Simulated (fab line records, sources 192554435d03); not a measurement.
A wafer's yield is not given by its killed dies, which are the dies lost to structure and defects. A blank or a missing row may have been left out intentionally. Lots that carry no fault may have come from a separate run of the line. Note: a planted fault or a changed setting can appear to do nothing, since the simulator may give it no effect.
fab line records ; flow n5_finfet
[record] lots = 7; wafers = 21
route steps=1938 shown BEOL_M14@1743 PAD_METAL@1896 PASSIVATION@1929
start_h: hours from the record's opening day to when the first of the lot's shown wafers began ; wait_h: time in hours since the lot's previous step ; " unchanged from the row above ; L1.1+2: a single row standing in for several wafers ; - value missing, or start not given ; * or withheld: withheld ; < > ~ a bound
route shown NAME@n: NAME is a module with steps in the file, n the number in the route of the first one ; usual: mean and standard deviation over wafers with no fault ; same: alike in all rows ; chamber/n: place in a boat ; sites: each site's reading ; _std_site: their standard deviation ; _edge_site: inner sites' mean taken away from outer sites' mean ; radius_mm: for every site, how far away it sits from the centre of the wafer ; mask NAME#n: copy n ; behind: the last tool/chamber to shape the wafer ; hold: what put the lot on hold/how long, in hours/how the hold closed ; device: names the non-switching transistor (n, p or np) ; end of line: the same wafers' tests at the end of the route ; a step without rows: its recipe alone ; killed: at the first sort, the dies lost to defects and structure; wafer yield is something else ; map: per-die view of a wafer (x killed, . not killed, _ where there is no die)
set.NAME: the setting as run; set.NAME@STEP: as run at that earlier step ; model.NAME: the simulator's own value behind a step, which no gauge read
lots where settings were altered on purpose, with a table for each step and a row for each wafer
[[steps]]
[step N5_BEOL_M14_PEB_26]
[recipe] peb_temp_c = 130; peb_time_s = 90
lot.wafer;tool;chamber;start_h;wait_h;set.peb_temp_c
L077.2+4;litho_track-02;0;264.90;0.0;130
L077.3;litho_track-02;0;264.90;0.0;127.6
L076.1+3+5;litho_track-01;0;273.52;0.1;130
L080.1;litho_track-02;0;306.10;0.1;131.3
L080.3+6;litho_track-02;0;306.10;0.1;130
L085.1;litho_track-01;0;322.95;0.1;130
L085.3+6;litho_track-01;0;322.95;0.1;126.5
L088.2;litho_track-05;0;342.37;0.0;127.2
L088.4+6;litho_track-05;0;342.37;0.0;130
L093.3;litho_track-05;0;372.79;0.0;132.4
L093.4+6;litho_track-05;0;372.79;0.0;130
L095.1+2;litho_track-01;0;387.20;0.1;130
L095.4;litho_track-01;0;387.20;0.1;130.9
[step N5_BEOL_M14_DEVELOP_27]
[recipe] develop_time_s = 45; rinse_liquid = diw; dry = air_spin; dev_temp_c = 21
[step N5_BEOL_M14_HARDBAKE_32]
[recipe] temp_c = 130; time_s = 120
[step N5_BEOL_M14_CD_MEAS_28]
[recipe] target_cd_nm = 284.4; landing_energy_ev = 500; detector = se_inlens
[usual] cd_nm = 282.9/2.5
lot.wafer;tool;chamber;start_h;wait_h;set.peb_temp_c@BEOL_M14_PEB_26;cd_nm
L077.2;cd_sem-02;0;265.01;-;130;281.4
L077.3;cd_sem-02;0;265.01;-;127.6;272.3
L077.4;cd_sem-02;0;265.01;-;130;285.4
L076.1;cd_sem-02;0;273.63;-;130;280.9
L076.3;cd_sem-02;0;273.63;-;130;281.8
L076.5;cd_sem-02;0;273.63;-;130;280.1
L080.1;cd_sem-01;0;306.22;-;131.3;288.3
L080.3;cd_sem-01;0;306.22;-;130;286.3
L080.6;cd_sem-01;0;306.22;-;130;282.3
L085.1;cd_sem-01;0;323.06;-;130;285.7
L085.3;cd_sem-01;0;323.06;-;126.5;261.6
L085.6;cd_sem-01;0;323.06;-;126.5;262.9
L088.2;cd_sem-02;0;342.48;-;127.2;264.4
L088.4;cd_sem-02;0;342.48;-;130;285.7
L088.6;cd_sem-02;0;342.48;-;130;281.1
L093.3;cd_sem-03;0;372.91;-;132.4;292.6
L093.4;cd_sem-03;0;372.91;-;130;281.2
L093.6;cd_sem-03;0;372.91;-;130;283.7
L095.1;cd_sem-03;0;387.31;-;130;272.0
L095.2;cd_sem-03;0;387.31;-;130;279.1
L095.4;cd_sem-03;0;387.31;-;130.9;275.9
[step N5_BEOL_M14_DESCUM_33]
[recipe] chemistry = O2; time_s = 7.9; source_power_w = 50; bias_power_w = 20; pressure_mtorr = 20; rf_frequency_hz = 2.712e+07; temp_c = 40; o2_flow_sccm = 225
lot.wafer;tool;chamber;start_h;wait_h;set.peb_temp_c@BEOL_M14_PEB_26;model.BEOL_M14.cd_nm
L077.2;rie_diel-04;2;265.43;0.4;130;281.2
L077.3;rie_diel-04;3;265.43;0.4;127.6;272
L077.4;rie_diel-04;1;265.43;0.4;130;285.4
L076.1;rie_diel-01;1;273.72;0.0;130;281
L076.3;rie_diel-01;3;273.72;0.0;130;281.6
L076.5;rie_diel-01;2;273.72;0.0;130;280.4
L080.1;rie_diel-04;1;306.36;0.1;131.3;288.2
L080.3;rie_diel-04;2;306.36;0.1;130;286.6
L080.6;rie_diel-04;2;306.36;0.1;130;281.8
L085.1;rie_diel-06;3;323.15;0.0;130;286.2
L085.3;rie_diel-06;2;323.15;0.0;126.5;261.8
L085.6;rie_diel-06;2;323.15;0.0;126.5;262.8
L088.2;rie_diel-06;1;342.58;0.0;127.2;264
L088.4;rie_diel-06;3;342.58;0.0;130;285.8
L088.6;rie_diel-06;3;342.58;0.0;130;281.4
L093.3;rie_diel-06;3;372.99;0.0;132.4;293
L093.4;rie_diel-06;2;372.99;0.0;130;281.4
L093.6;rie_diel-06;3;372.99;0.0;130;284
L095.1;rie_diel-01;3;387.45;0.1;130;271.8
L095.2;rie_diel-01;2;387.45;0.1;130;279.6
L095.4;rie_diel-01;0;387.45;0.1;130.9;275.6
[step N5_BEOL_M14_ETCH_67]
[recipe] chemistry = CF4; target = SiARC; target_depth_a = 1430; time_s = 238.3; ion_energy_ev = 80; pressure_mtorr = 40; source_w = 545; bias_w = 36; Ar_flow_sccm = 100; cf4_flow_sccm = 100; ends = cleared
lot.wafer;tool;chamber;start_h;wait_h;set.dose_mj@BEOL_M14_EXPOSE_25;set.peb_temp_c@BEOL_M14_PEB_26;model.BEOL_M14.cd_nm
L077.2;rie_diel-04;2;265.46;0.0;26.6;130;277
L077.3;rie_diel-04;3;265.46;0.0;26.6;127.6;268.2
L077.4;rie_diel-04;1;265.46;0.0;26.6;130;281.2
L076.1;rie_diel-01;1;273.76;0.0;26.6;130;277.6
L076.3;rie_diel-01;3;273.76;0.0;26.6;130;276.4
L076.5;rie_diel-01;2;273.76;0.0;26.6;130;276.6
L080.1;rie_diel-04;1;306.40;0.0;26.6;131.3;284
L080.3;rie_diel-04;2;306.40;0.0;27.39;130;281
L080.6;rie_diel-04;2;306.40;0.0;26.6;130;276.2
L085.1;rie_diel-06;3;323.19;0.0;26.6;130;281.2
L085.3;rie_diel-06;2;323.19;0.0;26.6;126.5;257.2
L085.6;rie_diel-06;2;323.19;0.0;26.6;126.5;258.4
L088.2;rie_diel-06;1;342.62;0.0;25.66;127.2;259.6
L088.4;rie_diel-06;3;342.62;0.0;26.6;130;282
L088.6;rie_diel-06;3;342.62;0.0;25.66;130;277.2
L093.3;rie_diel-06;3;373.03;0.0;26.6;132.4;288
L093.4;rie_diel-06;2;373.03;0.0;26.6;130;277.4
L093.6;rie_diel-06;3;373.03;0.0;26.6;130;279
L095.1;rie_diel-01;3;387.49;0.0;25.48;130;266.8
L095.2;rie_diel-01;2;387.49;0.0;26.6;130;275.6
L095.4;rie_diel-01;0;387.49;0.0;25.48;130.9;271.4
[step N5_BEOL_M14_ETCH_68]
[recipe] chemistry = N2/H2; target = SOC; mask_material = SiARC; source_w = 3000; bias_w = 350; temp_c = 40; time_s = 450; ion_energy_ev = 200; pressure_mtorr = 30; n2_flow_sccm = 200; h2_flow_sccm = 200
lot.wafer;tool;chamber;start_h;wait_h;set.peb_temp_c@BEOL_M14_PEB_26;model.BEOL_M14.cd_nm
L077.2;rie_diel-04;2;265.61;0.1;130;278.8
L077.3;rie_diel-04;3;265.61;0.1;127.6;270.6
L077.4;rie_diel-04;1;265.61;0.1;130;282.8
L076.1;rie_diel-01;1;273.90;0.1;130;279
L076.3;rie_diel-01;3;273.90;0.1;130;277.8
L076.5;rie_diel-01;2;273.90;0.1;130;279.6
L080.1;rie_diel-04;1;306.55;0.1;131.3;284.4
L080.3;rie_diel-04;2;306.55;0.1;130;280.4
L080.6;rie_diel-04;2;306.55;0.1;130;276.4
L085.1;rie_diel-06;3;323.33;0.1;130;277.8
L085.3;rie_diel-06;2;323.33;0.1;126.5;256.8
L085.6;rie_diel-06;2;323.33;0.1;126.5;257.8
L088.2;rie_diel-06;1;342.76;0.1;127.2;263
L088.4;rie_diel-06;3;342.76;0.1;130;278.8
L088.6;rie_diel-06;3;342.76;0.1;130;273.8
L093.3;rie_diel-06;3;373.17;0.1;132.4;284
L093.4;rie_diel-06;2;373.17;0.1;130;276.2
L093.6;rie_diel-06;3;373.17;0.1;130;277
L095.1;rie_diel-01;3;387.64;0.1;130;272
L095.2;rie_diel-01;2;387.64;0.1;130;276.4
L095.4;rie_diel-01;0;387.64;0.1;130.9;272.6
[step N5_BEOL_M14_STRIP_69]
[recipe] chemistry = N2/H2; temp_c = 40; n2_flow_sccm = 200; h2_flow_sccm = 200; rf_frequency_hz = 6e+07
[step N5_BEOL_M14_TRENCH_ETCH_34]
[recipe] chemistry = C4F8/O2/Ar; target = SiO2; target_depth_a = 5566.5; mask_material = SOC; he_inner_torr = 15; he_outer_torr = 30; time_s = 126.9; ion_energy_ev = 800; pressure_mtorr = 20; source_w = 1905; bias_w = 2040; Ar_flow_sccm = 400; C4F8_flow_sccm = 16; O2_flow_sccm = 12
lot.wafer;tool;chamber;start_h;wait_h;set.peb_temp_c@BEOL_M14_PEB_26;model.BEOL_M14.cd_nm
L077.2;rie_diel-04;2;265.88;0.0;130;278.6
L077.3;rie_diel-04;3;265.88;0.0;127.6;270
L077.4;rie_diel-04;1;265.88;0.0;130;282.8
L076.1+5;rie_diel-01;1,2;274.18;0.0;130;279.2
L076.3;rie_diel-01;3;274.18;0.0;130;277.4
L080.1;rie_diel-04;1;306.82;0.0;131.3;284.6
L080.3;rie_diel-04;2;306.82;0.0;130;280.4
L080.6;rie_diel-04;2;306.82;0.0;130;276.2
L085.1;rie_diel-06;3;323.61;0.0;130;278.2
L085.3;rie_diel-06;2;323.61;0.0;126.5;257.2
L085.6;rie_diel-06;2;323.61;0.0;126.5;258.2
L088.2;rie_diel-06;1;343.04;0.0;127.2;262.6
L088.4;rie_diel-06;3;343.04;0.0;130;279
L088.6;rie_diel-06;3;343.04;0.0;130;273.8
L093.3;rie_diel-06;3;373.45;0.0;132.4;283.6
L093.4;rie_diel-06;2;373.45;0.0;130;276.6
L093.6;rie_diel-06;3;373.45;0.0;130;276.4
L095.1;rie_diel-01;3;387.91;0.0;130;271.8
L095.2;rie_diel-01;2;387.91;0.0;130;276.2
L095.4;rie_diel-01;0;387.91;0.0;130.9;272.2
[step N5_PASSIVATION_AL_DEP_21]
[recipe] material = Al; target_thk_a = 28000; temp_c = 400; time_s = 170; power_w = 30000; chamber_pressure_pa = 0.4; gas = Ar
lot.wafer;tool;chamber;start_h;wait_h;set.time_s;model.Al_of_PASSIVATION_AL_DEP_21.thk_nm
L077.2;pvd_sputter-01;-;286.28;0.1;170;2717
L077.3;pvd_sputter-01;-;286.28;0.1;170;2804
L077.4;pvd_sputter-01;-;286.28;0.1;170;2755
L076.1;pvd_sputter-03;-;292.63;0.1;170;2804
L076.3;pvd_sputter-03;-;292.63;0.1;170;2825
L076.5;pvd_sputter-03;-;292.63;0.1;170;2806
L080.1;pvd_sputter-01;-;324.93;0.1;170;2818
L080.3;pvd_sputter-01;-;324.93;0.1;170;2787
L080.6;pvd_sputter-01;-;324.93;0.1;170;2704
L085.1;pvd_sputter-02;-;351.37;0.1;170;2800
L085.3;pvd_sputter-02;-;351.37;0.1;182.8;2969
L085.6;pvd_sputter-02;-;351.37;0.1;170;2755
L088.2;pvd_sputter-02;-;363.21;0.1;170;2758
L088.4;pvd_sputter-02;-;363.21;0.1;170;2797
L088.6;pvd_sputter-02;-;363.21;0.1;170;2807
L093.3;pvd_sputter-01;-;393.06;0.1;170;2842
L093.4;pvd_sputter-01;-;393.06;0.1;170;2872
L093.6;pvd_sputter-01;-;393.06;0.1;157.8;2638
L095.1;pvd_sputter-03;-;401.99;0.1;187.9;3074
L095.2;pvd_sputter-03;-;401.99;0.1;187.9;3076
L095.4;pvd_sputter-03;-;401.99;0.1;170;2728
[step N5_PASSIVATION_PASS_ETCH_47]
[recipe] chemistry = CF4/O2; target = SiNx; target_depth_a = 7700; time_s = 385; ion_energy_ev = 100; pressure_mtorr = 40; source_w = 535; bias_w = 49; Ar_flow_sccm = 100; cf4_flow_sccm = 100; O2_flow_sccm = 10
lot.wafer;tool;chamber;start_h;wait_h;set.time_s;model.etch.depth_nm
L077.2;rie_diel-01;2;288.76;0.0;385;776.1
L077.3;rie_diel-01;1;288.76;0.0;409.3;846.6
L077.4;rie_diel-01;3;288.76;0.0;385;804
L076.1;rie_diel-06;2;295.05;0.0;385;828.7
L076.3;rie_diel-06;0;295.05;0.0;385;750.7
L076.5;rie_diel-06;3;295.05;0.0;385;746.1
L080.1;rie_diel-04;3;328.30;0.0;447.3;877.1
L080.3;rie_diel-04;1;328.30;0.0;447.3;918.2
L080.6;rie_diel-04;0;328.30;0.0;385;773.9
L085.1;rie_diel-01;0;353.92;0.0;407.5;823.7
L085.3;rie_diel-01;1;353.92;0.0;407.5;836.4
L085.6;rie_diel-01;3;353.92;0.0;385;791
L088.2;rie_diel-01;0;365.69;0.0;385;770.5
L088.4;rie_diel-01;2;365.69;0.0;385;763.8
L088.6;rie_diel-01;2;365.69;0.0;416.4;831.2
L093.3;rie_diel-06;0;395.78;0.0;385;811.7
L093.4;rie_diel-06;2;395.78;0.0;385;833.7
L093.6;rie_diel-06;0;395.78;0.0;385;810.7
L095.1;rie_diel-04;1;404.49;0.0;385;781.4
L095.2;rie_diel-04;0;404.49;0.0;361.4;721.9
L095.4;rie_diel-04;3;404.49;0.0;385;750.6
[[key]]
[split] step = N5_BEOL_M14_PEB_26; setting = peb_temp_c; stated = 130; by = wafer
[response] step = N5_BEOL_M14_CD_MEAS_28; reading = cd_nm; change = +7.32; per = 1%; r = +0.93
[response] step = N5_BEOL_M14_DESCUM_33; reading = model.BEOL_M14.cd_nm; change = +7.45; per = 1%; r = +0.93
[response] step = N5_BEOL_M14_ETCH_67; reading = model.BEOL_M14.cd_nm; change = +7.42; per = 1%; r = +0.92
[response] step = N5_BEOL_M14_ETCH_68; reading = model.BEOL_M14.cd_nm; change = +6.01; per = 1%; r = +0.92
[response] step = N5_BEOL_M14_TRENCH_ETCH_34; reading = model.BEOL_M14.cd_nm; change = +6.09; per = 1%; r = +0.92
[split] step = N5_PASSIVATION_AL_DEP_21; setting = time_s; stated = 170; by = wafer
[response] step = N5_PASSIVATION_AL_DEP_21; reading = model.Al_of_PASSIVATION_AL_DEP_21.thk_nm; change = +30.5; per = 1%; r = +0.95
[split] step = N5_PASSIVATION_PASS_ETCH_47; setting = time_s; stated = 385; by = wafer
[response] step = N5_PASSIVATION_PASS_ETCH_47; reading = model.etch.depth_nm; change = +7.69; per = 1%; r = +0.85
split outside_this_file step=N5_BEOL_M14_EXPOSE_25 setting=dose_mj
// split outside_this_file: this setting was split too, and the file shows its column; the key of that split is in another file
